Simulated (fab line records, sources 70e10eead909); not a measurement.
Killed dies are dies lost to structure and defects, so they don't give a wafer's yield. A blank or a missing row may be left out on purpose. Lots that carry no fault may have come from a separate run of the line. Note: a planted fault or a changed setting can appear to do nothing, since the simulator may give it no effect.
Chamber matching / flow nand_harc / 4 sister chambers for NHARC_A_STAIRCASE_TRIM_22 on rie_diel-01
The step chemistry O2, time 211.2 s. 4 wafers are shown with their chamber, then 6 later ones without.

== EACH WAFER AND ITS CHAMBER ==
wafer=L787.5; chamber=2; drypump_motor_current_A (A)=5.9
wafer=L800.2; chamber=3; drypump_motor_current_A (A)=5.3
wafer=L801.4; chamber=1; drypump_motor_current_A (A)=4.8
wafer=L801.5; chamber=0; drypump_motor_current_A (A)=5.7

== WAFERS WITH NO CHAMBER GIVEN ==
wafer=L803.1; drypump_motor_current_A (A)=5.9
wafer=L803.3; drypump_motor_current_A (A)=4.8
wafer=L803.6; drypump_motor_current_A (A)=5.9
wafer=L804.1; drypump_motor_current_A (A)=5.9
wafer=L804.2; drypump_motor_current_A (A)=5.2
wafer=L804.5; drypump_motor_current_A (A)=5.9

== EACH ONE'S CHAMBER ==
wafer=L803.1; from the rows above=2; in truth=2
wafer=L803.3; from the rows above=1; in truth=1
wafer=L803.6; from the rows above=2; in truth=2
wafer=L804.1; from the rows above=2; in truth=2
wafer=L804.2; from the rows above=3; in truth=3
wafer=L804.5; from the rows above=2; in truth=2
Correct placement for 6 of the 6. From these rows, 0 cannot be placed. Placed wrongly: 0.
How it was worked out, from the rows above alone: a wafer's distance from a chamber is the root of the sum, over the readings, of the square of ((its reading less the chamber's mean) divided by the reading's scatter). The wafer belongs to the nearest chamber; if the next one is less than 2 further off, it can't be placed. The mean given for a chamber averages the wafers shown for that chamber. The scatter: with one shown wafer a chamber, the root of the mean of the squares of how far each hidden wafer lies from its nearest shown one.
